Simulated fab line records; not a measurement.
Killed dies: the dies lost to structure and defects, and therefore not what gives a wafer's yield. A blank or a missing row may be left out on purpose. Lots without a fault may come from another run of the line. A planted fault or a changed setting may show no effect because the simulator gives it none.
Chamber matching / flow nand-harc / NHARC_A_CONTACT_ETCH_49 on rie-diel-11: 4 sister chambers
The step etches the open film in N2/H2, target depth 260 nm, time 475.3 s. 16 wafers are shown with their chamber, then 8 later ones without.

## EACH WAFER AND ITS CHAMBER
wafer=L814.2; chamber=0; showerhead-plenum-p-Torr (Torr)=2.13; drypump-motor-current-A (A)=5.2; rf-vpp-V (V)=433.5
wafer=L814.3; chamber=3; showerhead-plenum-p-Torr (Torr)=1.92; drypump-motor-current-A (A)=6.5; rf-vpp-V (V)=426.8
wafer=L814.6; chamber=2; showerhead-plenum-p-Torr (Torr)=2.08; drypump-motor-current-A (A)=5.4; rf-vpp-V (V)=432.1
wafer=L815.1; chamber=1; showerhead-plenum-p-Torr (Torr)=2.06; drypump-motor-current-A (A)=5.5; rf-vpp-V (V)=429.1
wafer=L815.2; chamber=3; showerhead-plenum-p-Torr (Torr)=1.92; drypump-motor-current-A (A)=6.6; rf-vpp-V (V)=427.9
wafer=L815.3; chamber=0; showerhead-plenum-p-Torr (Torr)=2.12; drypump-motor-current-A (A)=5.2; rf-vpp-V (V)=434.2
wafer=L816.1; chamber=1; showerhead-plenum-p-Torr (Torr)=2.06; drypump-motor-current-A (A)=5.5; rf-vpp-V (V)=432.0
wafer=L816.2; chamber=2; showerhead-plenum-p-Torr (Torr)=2.07; drypump-motor-current-A (A)=5.5; rf-vpp-V (V)=432.6
wafer=L816.5; chamber=2; showerhead-plenum-p-Torr (Torr)=2.07; drypump-motor-current-A (A)=5.4; rf-vpp-V (V)=432.5
wafer=L817.3; chamber=0; showerhead-plenum-p-Torr (Torr)=2.12; drypump-motor-current-A (A)=5.2; rf-vpp-V (V)=432.0
wafer=L817.4; chamber=3; showerhead-plenum-p-Torr (Torr)=1.92; drypump-motor-current-A (A)=6.5; rf-vpp-V (V)=425.9
wafer=L817.6; chamber=3; showerhead-plenum-p-Torr (Torr)=1.92; drypump-motor-current-A (A)=6.6; rf-vpp-V (V)=427.3
wafer=L819.1; chamber=3; showerhead-plenum-p-Torr (Torr)=1.92; drypump-motor-current-A (A)=6.5; rf-vpp-V (V)=426.7
wafer=L819.3; chamber=2; showerhead-plenum-p-Torr (Torr)=2.07; drypump-motor-current-A (A)=5.4; rf-vpp-V (V)=432.2
wafer=L819.5; chamber=0; showerhead-plenum-p-Torr (Torr)=2.12; drypump-motor-current-A (A)=5.2; rf-vpp-V (V)=433.5
wafer=L823.1; chamber=0; showerhead-plenum-p-Torr (Torr)=2.12; drypump-motor-current-A (A)=5.2; rf-vpp-V (V)=433.0

SIGNATURES (means of the wafers above)
reading=showerhead-plenum-p-Torr; chamber 0=2.1220; chamber 1=2.0600; chamber 2=2.0725; chamber 3=1.9200; scatter within a chamber=0.00359
reading=drypump-motor-current-A; chamber 0=5.200; chamber 1=5.500; chamber 2=5.425; chamber 3=6.540; scatter within a chamber=0.0403
reading=rf-vpp-V; chamber 0=433.240; chamber 1=430.550; chamber 2=432.350; chamber 3=426.920; scatter within a chamber=0.877
Rule: a wafer lies at a distance from a chamber equal to the root of the sum of squares, over the readings, of (its reading less the chamber's mean, divided by the reading's scatter). The wafer belongs to the nearest chamber; if the next one is less than 2 further off, it can't be placed. The scatter: the root of (the sum of the squares of (reading less its chamber's mean) over the shown wafers, divided by (wafers less chambers)).

## WAFERS WITHOUT THEIR CHAMBER
wafer=L823.5; showerhead-plenum-p-Torr (Torr)=2.07; drypump-motor-current-A (A)=5.5; rf-vpp-V (V)=431.0
wafer=L823.6; showerhead-plenum-p-Torr (Torr)=1.91; drypump-motor-current-A (A)=6.6; rf-vpp-V (V)=426.8
wafer=L825.3; showerhead-plenum-p-Torr (Torr)=2.12; drypump-motor-current-A (A)=5.2; rf-vpp-V (V)=433.4
wafer=L825.4; showerhead-plenum-p-Torr (Torr)=2.07; drypump-motor-current-A (A)=5.4; rf-vpp-V (V)=432.0
wafer=L825.6; showerhead-plenum-p-Torr (Torr)=2.07; drypump-motor-current-A (A)=5.4; rf-vpp-V (V)=431.6
wafer=L830.2; showerhead-plenum-p-Torr (Torr)=1.91; drypump-motor-current-A (A)=6.5; rf-vpp-V (V)=426.4
wafer=L830.5; showerhead-plenum-p-Torr (Torr)=1.91; drypump-motor-current-A (A)=6.6; rf-vpp-V (V)=427.9
wafer=L830.6; showerhead-plenum-p-Torr (Torr)=2.07; drypump-motor-current-A (A)=5.4; rf-vpp-V (V)=429.7

## WHICH CHAMBER EACH ONE RAN IN
wafer=L823.5; from the rows above=can't be placed: 2 or 1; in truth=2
wafer=L823.6; from the rows above=3; in truth=3
wafer=L825.3; from the rows above=0; in truth=0
wafer=L825.4; from the rows above=2; in truth=2
wafer=L825.6; from the rows above=2; in truth=2
wafer=L830.2; from the rows above=3; in truth=3
wafer=L830.5; from the rows above=3; in truth=3
wafer=L830.6; from the rows above=can't be placed: 2 or 1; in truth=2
Correct placement for 6 of the 8. Can't be placed from these rows: 2 (the true chamber is among the candidates in 2). Placed wrongly: 0.
